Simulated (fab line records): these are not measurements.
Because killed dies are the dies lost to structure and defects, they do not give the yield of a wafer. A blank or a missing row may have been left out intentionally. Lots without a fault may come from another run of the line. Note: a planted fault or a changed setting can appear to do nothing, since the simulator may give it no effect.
A struck lot beside a sound one ; flow nandHarc ; 14 out of 1302 route steps
Sound: wafers L900.3, L900.5, L900.6. Struck: wafers L913.3, L913.4. (L913.5 of the same lot was not struck and is left out.) The cause comes at the end.
Per side, at each step with rows, come the tool, then ch with its chambers, and then its first start. Under that, the readings that differ: sound wafers ; struck wafers ; difference of the means ; sigmas: that difference in standard deviations of wafers without a fault.
alike: words and numbers the same on both sides, and readings whose means are apart by under 2 such deviations; not compared: readings that were withheld, readings missing a value for some wafer, numbers with overlapping values and no deviation given by the record, and bounds like >300 which may hide the same value.
The two part at a step that has a row with sigmas, a row that says differs or no value, or rows on one side only. Non-overlapping numbers with no deviation appear without sigmas and do not part them. A reading missing from all wafers of one side parts the sides only when that side holds two or more wafers.

first, 2 steps without rows for these wafers: NHARC_A_SOURCE_PLATE_CVD_03 (deposits poly-Si, target thk 200 nm, time 4000 s); NHARC_A_SOURCE_PLATE_ANNEAL_05 (time 1800 s).
NHARC_A_SOURCE_PLATE_THK_MEAS_06: measures by ellipsometry.
  struck on filmMetro-02, day 13 17:24; sound on filmMetro-02, day 7 10:31
  alike: thkNm
NHARC_A_SOURCE_PLATE_INSPECT_08:
  struck on defectInspect-01, day 13 17:28; sound on defectInspect-01, day 7 10:35
  alike: rawDefectCount
then, 1 step without rows for these wafers: NHARC_A_ONON_D1_DEP_00 (target thk 1000 nm).
NHARC_A_ONON_D1_THK_MEAS_02: measures by ellipsometry.
  struck on filmMetro-01, day 13 18:02; sound on filmMetro-02, day 7 11:10
  alike: thkNm
then, 1 step without rows for these wafers: NHARC_A_ONON_D1_DEP_03 (target thk 1000 nm).
NHARC_A_ONON_D1_THK_MEAS_05: measures by ellipsometry.
  struck on filmMetro-01, day 13 18:37; sound on filmMetro-01, day 7 11:44
  alike: thkNm
then, 1 step without rows for these wafers: NHARC_A_ONON_D1_DEP_06 (target thk 1000 nm).
NHARC_A_ONON_D1_THK_MEAS_08: measures by ellipsometry.
  struck on filmMetro-02, day 13 19:10; sound on filmMetro-01, day 7 12:18
  alike: thkNm
NHARC_A_ONON_D1_DEP_09: target thk 1000 nm.
  sound on pecvdOnon-04 ch 0, day 7 12:28; struck on pecvdOnon-02 ch 0, day 13 19:20
  alike: n2FlowSccm
NHARC_A_ONON_D1_THK_MEAS_11: measures by ellipsometry.
  struck on filmMetro-01, day 13 19:44; sound on filmMetro-02, day 7 12:52
reading;sound;struck;difference;sigmas
thkNm (nm);984 983 984;1560 1560;+576;+58
then, 1 step without rows for these wafers: NHARC_A_ONON_D1_DEP_12 (target thk 1000 nm).
-- the record jumps here: 17 days lie between the struck wafers' starts before and after (it left off in module A_ONON_D1 and takes up again in module END, whose first step shown is number 1302 of the route) --
NHARC_END_SORT_01:
  here the record holds rows for the struck wafers (prober-01 ch 0, day 30 18:38) but none for the sound ones

== WHERE THEY PART ==
Last at NHARC_END_SORT_01 as far as this record goes, first at NHARC_A_ONON_D1_THK_MEAS_11.

WHY: whatever the simulator had introduced
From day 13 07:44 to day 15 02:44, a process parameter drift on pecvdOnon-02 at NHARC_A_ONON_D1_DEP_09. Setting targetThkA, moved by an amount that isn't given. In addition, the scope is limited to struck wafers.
